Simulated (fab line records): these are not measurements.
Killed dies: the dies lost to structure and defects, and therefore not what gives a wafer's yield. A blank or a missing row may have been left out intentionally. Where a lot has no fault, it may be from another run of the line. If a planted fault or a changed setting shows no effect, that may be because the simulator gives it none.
Which tool is to blame? :: flow n5_finfet :: 10 lots, 29 wafers sampled, at 1 step of a route of 1938

WHAT THE GAUGES SHOWED, per wafer
N5_BEOL_M10_THK_MEAS_53: measures by xrf. Usual: M10_THK typically reads 141.7 nm, with standard deviation 2.1.
lot: L765
measured: day 10 08:59
on: film_metro-02
M10_THK (nm): 143.1 145.0 141.3
flag: 

lot: L766
measured: day 10 14:54
on: film_metro-01
M10_THK (nm): 140.9 138.9 140.7
flag: 

lot: L768
measured: day 10 22:17
on: film_metro-01
M10_THK (nm): 142.5 136.2 140.5
flag: 

lot: L771
measured: day 11 14:31
on: film_metro-02
M10_THK (nm): 143.5 139.0 142.3
flag: 

lot: L773
measured: day 11 23:47
on: film_metro-02
M10_THK (nm): 139.0 140.5 144.3
flag: 

lot: L776
measured: day 13 08:26
on: film_metro-02
M10_THK (nm): 141.6 142.5 141.6
flag: 

lot: L781
measured: day 14 06:45
on: film_metro-02
M10_THK (nm): 141.3 139.0
flag: 

lot: L782
measured: day 15 04:22
on: film_metro-01
M10_THK (nm): 139.0 140.5 140.2
flag: 

lot: L786
measured: day 15 18:11
on: film_metro-01
M10_THK (nm): 140.4 139.5 140.5
flag: 

lot: L787
measured: day 15 22:10
on: film_metro-01
M10_THK (nm): 144.2 144.3 145.1
flag: 

WHICH TOOL RAN EACH LOT (tool, then ch and the chambers of the sampled wafers, then the start)
There is no process step in the record ahead of these readings.

AS READ BY THE TOOLS THEMSELVES (means over the sampled wafers that have a number; for cases with no such wafer, the mark the record gives instead)
The record holds no such reading with a usual standard deviation.

THE ANSWER, worked out from the rows above alone
Rule: a lot is off if the mean of its wafers that have a number lies more than 3 standard deviations from the usual mean. Also off: a lot with no number at a reading for which 4 or more lots have one. Any other lot the step has rows for is counted as sound. First the gauges in route order, then the tools' own readings, where a lot's mean is used as printed above. At the first step where some lot is off, the reading lying furthest off is the one used; lots without a number count as furthest.
No lot is off on any of the readings shown, so nothing can be concluded from this.

WHAT THE SIMULATOR HAD INSERTED
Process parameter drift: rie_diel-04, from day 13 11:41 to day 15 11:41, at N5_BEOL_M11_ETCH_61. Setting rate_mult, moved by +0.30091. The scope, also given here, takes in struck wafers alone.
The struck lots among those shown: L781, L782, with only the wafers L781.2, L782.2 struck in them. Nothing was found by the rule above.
